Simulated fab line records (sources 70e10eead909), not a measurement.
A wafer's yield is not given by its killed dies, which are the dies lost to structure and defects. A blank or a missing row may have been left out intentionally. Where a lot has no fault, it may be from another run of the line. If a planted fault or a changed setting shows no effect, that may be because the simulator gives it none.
Matching of chambers :: flow nandHarc :: 4 sister chambers for NHARC_A_STAIRCASE_ALD_420 on aldHk-01
The step deposits SiO2, target thk 20 nm, pulse time 6 s, ald cycles 200. 4 wafers are shown with their chamber, then 10 later ones without.

WAFERS WITH THEIR CHAMBER
wafer: L085.5
chamber: 2
heaterPowerW (W): 418

wafer: L087.4
chamber: 1
heaterPowerW (W): 420

wafer: L090.1
chamber: 0
heaterPowerW (W): 495

wafer: L090.2
chamber: 3
heaterPowerW (W): 415

WAFERS MISSING THEIR CHAMBER
wafer: L090.4
heaterPowerW (W): 418

wafer: L093.1
heaterPowerW (W): 425

wafer: L093.2
heaterPowerW (W): 424

wafer: L093.4
heaterPowerW (W): 412

wafer: L097.2
heaterPowerW (W): 427

wafer: L097.3
heaterPowerW (W): 481

wafer: L097.4
heaterPowerW (W): 438

wafer: L096.2
heaterPowerW (W): 422

wafer: L096.3
heaterPowerW (W): 414

wafer: L096.6
heaterPowerW (W): 474

EACH ONE'S CHAMBER
wafer: L090.4
from the rows above: can't be placed: 2 or 1 or 3
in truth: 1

wafer: L093.1
from the rows above: can't be placed: 1 or 2 or 3
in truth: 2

wafer: L093.2
from the rows above: can't be placed: 1 or 2 or 3
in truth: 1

wafer: L093.4
from the rows above: can't be placed: 3 or 2 or 1
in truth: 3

wafer: L097.2
from the rows above: can't be placed: 1 or 2 or 3
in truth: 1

wafer: L097.3
from the rows above: 0
in truth: 0

wafer: L097.4
from the rows above: can't be placed: 1 or 2 or 3
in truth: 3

wafer: L096.2
from the rows above: can't be placed: 1 or 2 or 3
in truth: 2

wafer: L096.3
from the rows above: can't be placed: 3 or 2 or 1
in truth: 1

wafer: L096.6
from the rows above: 0
in truth: 0
Correctly placed: 2 of 10. These rows do not allow placing 8 (true chamber among the candidates in 8). 0 placed wrongly.
How it was worked out, from the rows above alone: a wafer's distance from a chamber is the root of the sum, over the readings, of the square of ((its reading less the chamber's mean) divided by the reading's scatter). The wafer belongs to the nearest chamber; if the next one is less than 2 further off, it can't be placed. For every chamber, the mean is computed from those of its wafers that are shown. The scatter: with one shown wafer a chamber, the root of the mean of the squares of how far each hidden wafer lies from its nearest shown one.
